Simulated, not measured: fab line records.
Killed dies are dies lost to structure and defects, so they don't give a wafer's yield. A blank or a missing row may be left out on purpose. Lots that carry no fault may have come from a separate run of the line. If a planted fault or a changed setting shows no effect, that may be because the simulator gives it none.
Chamber matching	flow nand-harc	NHARC_P_M0_PRE_CLEAN_31 on pecvd-04: 3 sister chambers
The step time 12 s. 16 wafers are shown with their chamber, then 8 later ones without.

## WAFERS, EACH WITH ITS CHAMBER
wafer	chamber	heater-power-w (W)
L074.1	1	588
L074.2	2	546
L074.5	2	557
L076.2	2	544
L076.4	1	700
L076.5	2	534
L078.2	2	630
L078.3	0	697
L078.5	0	686
L079.2	0	676
L079.3	1	714
L079.6	1	728
L080.2	1	712
L080.4	1	686
L080.6	2	566
L090.1	1	704

SIGNATURES, as means of the wafers listed above
reading	chamber 0	chamber 1	chamber 2	scatter within a chamber
heater-power-w	686.33	690.29	562.83	38.7
Rule: distance of a wafer from a chamber = root of the sum over the readings of ((wafer's reading minus chamber's mean) / reading's scatter) squared. If the next closest chamber is less than 2 further off than the closest, the wafer can't be placed; otherwise it belongs to the closest. The scatter is the square root of a quotient: the sum, over the shown wafers, of each reading's squared deviation from its chamber's mean, divided by wafers minus chambers.

## WAFERS WITHOUT THEIR CHAMBER
wafer	heater-power-w (W)
L090.3	598
L090.6	581
L095.1	616
L095.3	720
L095.6	566
L096.2	582
L096.4	599
L096.5	579

## THE CHAMBER EACH PASSED THROUGH
wafer	from the rows above	in truth
L090.3	can't be placed: 2 or 0 or 1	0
L090.6	2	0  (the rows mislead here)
L095.1	can't be placed: 2 or 0 or 1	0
L095.3	can't be placed: 1 or 0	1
L095.6	2	2
L096.2	2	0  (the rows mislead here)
L096.4	can't be placed: 2 or 0 or 1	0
L096.5	2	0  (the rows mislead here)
Correct placement for 1 of the 8. Can't be placed from these rows: 4 (the true chamber is among the candidates in 4). Wrongly placed: 3.
